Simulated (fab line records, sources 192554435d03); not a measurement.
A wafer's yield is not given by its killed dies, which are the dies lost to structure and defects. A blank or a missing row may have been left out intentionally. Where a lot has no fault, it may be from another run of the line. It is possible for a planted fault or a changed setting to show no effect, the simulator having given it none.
Matching of chambers || flow n5-finfet || N5_HKMG_FIN_ALD_75 on ald-hk-02: 4 sister chambers
The step deposits Al2O3, target thk 1 nm, co reactant pulse time 1 s. 4 wafers are shown with their chamber, then 8 later ones without.

WAFERS, EACH WITH ITS CHAMBER
{"wafer": "L078.2", "chamber": 3, "heater-power-outer-w (W)": 78}
{"wafer": "L083.2", "chamber": 2, "heater-power-outer-w (W)": 59}
{"wafer": "L086.6", "chamber": 0, "heater-power-outer-w (W)": 82}
{"wafer": "L087.2", "chamber": 1, "heater-power-outer-w (W)": 87}

WAFERS WITH NO CHAMBER GIVEN
{"wafer": "L087.4", "heater-power-outer-w (W)": 80}
{"wafer": "L087.5", "heater-power-outer-w (W)": 79}
{"wafer": "L088.2", "heater-power-outer-w (W)": 89}
{"wafer": "L088.3", "heater-power-outer-w (W)": 78}
{"wafer": "L088.6", "heater-power-outer-w (W)": 78}
{"wafer": "L094.3", "heater-power-outer-w (W)": 86}
{"wafer": "L094.4", "heater-power-outer-w (W)": 81}
{"wafer": "L094.6", "heater-power-outer-w (W)": 80}

WHICH CHAMBER EACH ONE RAN IN
{"wafer": "L087.4", "from the rows above": "can't be placed: 0 or 3", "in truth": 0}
{"wafer": "L087.5", "from the rows above": "can't be placed: 3 or 0", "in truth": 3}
{"wafer": "L088.2", "from the rows above": 1, "in truth": 1}
{"wafer": "L088.3", "from the rows above": 3, "in truth": 3}
{"wafer": "L088.6", "from the rows above": 3, "in truth": 3}
{"wafer": "L094.3", "from the rows above": 1, "in truth": 1}
{"wafer": "L094.4", "from the rows above": "can't be placed: 0 or 3", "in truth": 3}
{"wafer": "L094.6", "from the rows above": "can't be placed: 0 or 3", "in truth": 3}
4 of 8 placed correctly. These rows do not allow placing 4 (true chamber among the candidates in 4). Number placed wrongly: 0.
How it was worked out, from the rows above alone: a wafer's distance from a chamber is the root of the sum, over the readings, of the square of ((its reading less the chamber's mean) divided by the reading's scatter). The wafer belongs to the nearest chamber; if the next one is less than 2 further off, it can't be placed. For every chamber, the mean is computed from those of its wafers that are shown. The scatter (one wafer shown for each chamber): square how far every hidden wafer sits from the nearest shown wafer, average those squares and take the square root.
